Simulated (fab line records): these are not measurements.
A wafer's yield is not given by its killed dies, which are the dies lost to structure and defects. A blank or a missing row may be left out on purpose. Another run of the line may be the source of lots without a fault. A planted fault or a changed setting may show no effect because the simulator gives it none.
Split-lot trial | flow n5Finfet | 21 wafers read from 7 lots, route of 1938 steps

THE SPLIT ITSELF
At N5_BEOL_M6_ETCH_41 (etches SiCN in CH3F/O2, target depth 29.7 nm, time 52 s), the setting timeS was moved away from the recipe's 52 s on 8 of the 21 wafers read, by -13.9% to +20.7%. This setting was run at the recipe's value on the other wafers.

The reading comes from the split's own step.

THE READING
etch.depthNm (the simulator's own value, which no gauge read), in nm, at N5_BEOL_M6_ETCH_41 (etches SiCN in CH3F/O2, target depth 29.7 nm, time 52 s). There is no usual value for it anywhere in the file. Average 19.60 nm, standard deviation 0.4 nm, over the 13 wafers here run with the recipe.

wafer  | tool, chamber at the split | timeS as run, s | against the recipe | etch.depthNm, nm | against lot-mates on the recipe
L083.3 | rieDiel-05, 1              | 44.76           | -13.9%             | 17.11            | -2.83
L083.4 | rieDiel-05, 2              | 44.76           | -13.9%             | 16.65            | -3.29
L083.6 | rieDiel-05, 1              | 52              | recipe             | 19.94            | -
L090.1 | rieDiel-05, 3              | 52              | recipe             | 19.03            | -
L090.2 | rieDiel-05, 0              | 52              | recipe             | 19.73            | -
L090.6 | rieDiel-05, 1              | 52              | recipe             | 19.99            | -
L089.2 | rieDiel-06, 0              | 57.42           | +10.4%             | 21.57            | +2.72
L089.5 | rieDiel-06, 0              | 57.42           | +10.4%             | 21.83            | +2.98
L089.6 | rieDiel-06, 3              | 52              | recipe             | 18.85            | -
L091.2 | rieDiel-05, 0              | 59.93           | +15.3%             | 22.72            | +3.84
L091.4 | rieDiel-05, 3              | 52              | recipe             | 18.88            | -
L091.5 | rieDiel-05, 2              | 59.93           | +15.3%             | 22.54            | +3.66
L092.1 | rieDiel-02, 2              | 52              | recipe             | 19.74            | -
L092.3 | rieDiel-02, 1              | 52              | recipe             | 19.65            | -
L092.5 | rieDiel-02, 0              | 52              | recipe             | 19.88            | -
L094.2 | rieDiel-05, 0              | 52              | recipe             | 19.82            | -
L094.4 | rieDiel-05, 2              | 62.75           | +20.7%             | 23.68            | +3.73
L094.6 | rieDiel-05, 1              | 52              | recipe             | 20.09            | -
L097.1 | rieDiel-02, 1              | 52              | recipe             | 19.56            | -
L097.2 | rieDiel-02, 2              | 56.27           | +8.2%              | 21.13            | +1.52
L097.4 | rieDiel-02, 3              | 52              | recipe             | 19.66            | -

FIT RESULTS
A straight line over all 21 wafers: etch.depthNm changes by +0.197 nm for each +1% of timeS; r = +0.98; the points scatter about the line by 0.34 nm.
The same after taking each lot's own level away (the mean of its wafers on the recipe; 21 wafers): +0.222 nm for each +1%; r = +0.98; scatter 0.35 nm.
Per that fit: largest timeS move, reading shift of 4.6 nm.
Across the lots, their own levels run from 18.850 to 19.955 nm, a range of 2.8 times the standard deviation given above.
Hence the slope depends on the lot-to-lot level, as the two fits are not the same.
Check: with one of the wafers moved furthest among these (+20.7%) left out of the fit, the line predicts +4.96 nm for it against its lot-mates. Against them it came out at +3.73 nm.

ADDITIONAL SPLITS CARRIED BY THESE WAFERS
Before the reading, these wafers also passed through other splits. Each is held against what the fit with the lots' levels taken away leaves over:
other split on the same wafers  | wafers away from the commonest value | r with etch.depthNm (lot level and that fit taken away)
N5_BEOL_M4_TRENCH_ETCH_37 timeS | 7                                    | +0.29
N5_BEOL_M5_COAT_05 spinRpm      | 4                                    | +0.40
N5_BEOL_M5_DESCUM_16 timeS      | 8                                    | +0.18
N5_BEOL_M6_HM_DEP_02 targetThkA | 5                                    | -0.17
N5_BEOL_M6_VIA_ETCH_34 timeS    | 4                                    | +0.23

THE FILE'S OWN FIT
etch.depthNm changes by +0.213 nm for each +1% of timeS, r = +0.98.
